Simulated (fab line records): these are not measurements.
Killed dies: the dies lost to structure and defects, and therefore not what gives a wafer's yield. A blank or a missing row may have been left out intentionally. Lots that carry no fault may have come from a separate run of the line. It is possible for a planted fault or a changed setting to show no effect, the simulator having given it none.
What tool caused it? ; flow n5Finfet ; 6 lots, 18 wafers sampled, at 3 steps of a route of 1938

== WHAT EACH GAUGE READ, for each wafer ==
N5_MIM_TOP_LITHO_CD_MEAS_08: target cd 2000 nm.
lot;measured;on;cdNm (nm)
L363;day 13 13:43;cdSem-02;2000.3 2000.8 2001.5
L366;day 14 09:03;cdSem-02;1999.1 2000.9 1998.7
L367;day 14 13:55;cdSem-02;1998.1 1997.6 1997.1
L369;day 14 19:25;cdSem-01;2002.1 2002.4 2002.0
L372;day 15 07:28;cdSem-02;2002.6 2003.4 2001.1
L382;day 18 20:58;cdSem-01;2002.2 1998.6 2000.0

== TOOL THAT RAN EACH LOT (tool first, then ch and the chambers of the sampled wafers, then the start) ==
lot;N5_BEOL_M1_SPUTTER_94;N5_MIM_TOP_ALD_00
L363;pvdSputter-03, day 6 11:37;aldHk-01 ch 0,2,3, day 13 12:35
L366;pvdSputter-03, day 7 12:49;aldHk-02 ch 0,1,2, day 14 07:38
L367;pvdSputter-01, day 7 17:15;aldHk-01 ch 0,1,3, day 14 12:48
L369;pvdSputter-01, day 7 23:21;aldHk-01 ch 0,1,3, day 14 18:27
L372;pvdSputter-01, day 9 04:10;aldHk-03 ch 0,3, day 15 06:31
L382;pvdSputter-03, day 12 02:49;aldHk-02 ch 0,1, day 18 19:28
- N5_BEOL_M1_SPUTTER_94: material Cu, target thk 4.5 nm, time 8.29 s.
- N5_MIM_TOP_ALD_00: deposits Al2O3, purge time 3 s, co reactant pulse time 3 s.

== THE ANSWER, worked out from the rows above alone ==
Rule: what is usual is taken from the lots themselves. Put in order of their means at a reading, lots are off if they are a third of the lots or fewer, leave a main group of 4 or more, and stand apart from it by a gap of 3 or more times the standard deviation of the main group's means; of several such gaps the widest counts. If all means in a main group match to the digits the tables above print for the reading, that group is not used. Also off: a lot with no number at a reading for which 4 or more lots have one. Any other lot the step has rows for is counted as sound.
No lot is off at any reading shown: from this, nothing can be told.

== WHAT THE SIMULATOR HAD PUT IN ==
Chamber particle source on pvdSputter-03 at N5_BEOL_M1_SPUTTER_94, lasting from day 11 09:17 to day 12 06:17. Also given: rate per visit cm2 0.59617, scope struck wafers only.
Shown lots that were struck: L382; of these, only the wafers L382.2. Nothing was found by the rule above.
